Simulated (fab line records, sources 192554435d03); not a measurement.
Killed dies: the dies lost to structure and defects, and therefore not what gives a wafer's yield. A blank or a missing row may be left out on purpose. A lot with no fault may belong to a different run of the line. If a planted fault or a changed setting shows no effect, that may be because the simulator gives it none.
Which of the tools did it?    flow n5-finfet    36 wafers from 12 lots sampled at 2 of the route's 1938 steps

## WHAT EACH GAUGE READ, for each wafer
N5_FIN_SAQP_OVL_MEAS_17.
lot   measured     on          FIN_CORE_OVL (nm)
L075  day 2 04:53  overlay-01  -0.9 -0.2 0.1
L077  day 2 16:52  overlay-01  -0.7 0.2 -0.5
L079  day 3 04:06  overlay-02  -0.6 -1.8 -0.1
L081  day 3 16:05  overlay-01  0.9 1.0 0.6
L083  day 4 03:52  overlay-01  -1.1 -0.1 0.2
L085  day 4 16:05  overlay-02  -1.4 0.1 0.1
L087  day 5 06:41  overlay-01  -0.3 -2.5 -1.6
L089  day 5 17:10  overlay-01  0.5 -0.2 0.2
L091  day 6 06:25  overlay-02  0.0 0.6 0.8
L093  day 6 16:52  overlay-01  -0.7 -1.0 -0.3
L095  day 7 04:32  overlay-01  1.0 0.6 0.6
L097  day 7 15:26  overlay-02  -1.6 0.1 -0.1

## WHICH TOOL RAN EACH LOT (tool, then ch and the chambers of the sampled wafers, then the start)
lot   N5_FIN_SAQP_ALD_61
L075  ald-sin-04 ch 0,2,3, day 2 03:31
L077  ald-sin-03 ch 1,3, day 2 15:25
L079  ald-sin-01 ch 1,3, day 3 02:48
L081  ald-sin-01 ch 0,1,3, day 3 14:49
L083  ald-sin-03 ch 0,2,3, day 4 02:23
L085  ald-sin-01 ch 0,1,3, day 4 14:42
L087  ald-sin-03 ch 1,2, day 5 05:26
L089  ald-sin-04 ch 0,1,3, day 5 15:56
L091  ald-sin-01 ch 0,3, day 6 05:11
L093  ald-sin-04 ch 2,3, day 6 15:34
L095  ald-sin-01 ch 0,2, day 7 03:17
L097  ald-sin-01 ch 0,3, day 7 14:20
- N5_FIN_SAQP_ALD_61: deposits SiO2, target thk 4 nm, pulse time 1 s, purge time 2 s.

## THE ANSWER, worked out from the rows above alone
Rule: what is usual is taken from the lots themselves. The widest of any qualifying gaps counts: lots, ordered by their means at a reading, are off when they make up no more than a third of the lots, leave a main group of 4 or more, and stand apart from it by 3 or more times the standard deviation of that group's means. Not used: any main group whose means are identical at the precision the tables above print for the reading. A lot without any number at a reading at which 4 lots or more have one is off too. All remaining lots with rows at the step are treated as sound.
No lot is off at any reading shown: from this, nothing can be told.

## WHAT THE SIMULATOR HAD PUT IN
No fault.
